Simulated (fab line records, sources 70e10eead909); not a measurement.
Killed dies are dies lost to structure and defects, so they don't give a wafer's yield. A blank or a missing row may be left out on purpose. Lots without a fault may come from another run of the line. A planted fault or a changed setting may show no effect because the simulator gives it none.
Chamber matching | flow nand_harc | NHARC_A_WL_FILL_CMP_12 on cmp-02: 4 sister chambers
The step polishes, t overpolish 30 s, target thk 75 nm. 8 wafers are shown with their chamber, then 7 later ones without.

WAFERS WITH THEIR CHAMBER
wafer  | chamber | motor_current_A (A) | time_to_endpoint_s (s)
L076.1 | 0       | 12.8                | 11.1
L076.4 | 2       | 13.8                | 14.0
L076.5 | 1       | 13.0                | 17.4
L087.1 | 0       | 13.3                | 13.4
L086.4 | 2       | 13.7                | 13.4
L086.6 | 3       | 10.3                | 16.5
L090.1 | 3       | 9.4                 | 12.4
L090.2 | 1       | 12.7                | 16.1

WAFERS WITHOUT THEIR CHAMBER
wafer  | motor_current_A (A) | time_to_endpoint_s (s)
L090.4 | 12.7                | 12.2
L092.1 | 9.8                 | 13.3
L092.5 | 12.8                | 17.6
L092.6 | 14.1                | 12.9
L097.1 | 14.2                | 10.8
L097.3 | 12.5                | 18.6
L097.6 | 13.3                | 13.2

WHICH CHAMBER EACH WENT THROUGH
wafer  | from the rows above          | in truth
L090.4 | can't be placed: 0 or 1 or 2 | 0
L092.1 | 3                            | 3
L092.5 | 1                            | 1
L092.6 | can't be placed: 2 or 0      | 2
L097.1 | can't be placed: 2 or 0      | 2
L097.3 | 1                            | 1
L097.6 | can't be placed: 0 or 2 or 1 | 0
Placed correctly: 3 of 7. Can't be placed from these rows: 4 (the true chamber is among the candidates in 4). Placed wrongly: 0.
How it was worked out, from the rows above alone: a wafer's distance from a chamber is the root of the sum, over the readings, of the square of ((its reading less the chamber's mean) divided by the reading's scatter). The wafer belongs to the nearest chamber; if the next one is less than 2 further off, it can't be placed. A chamber's mean is the mean of its shown wafers. The scatter: the root of (the sum of the squares of (reading less its chamber's mean) over the shown wafers, divided by (wafers less chambers)).
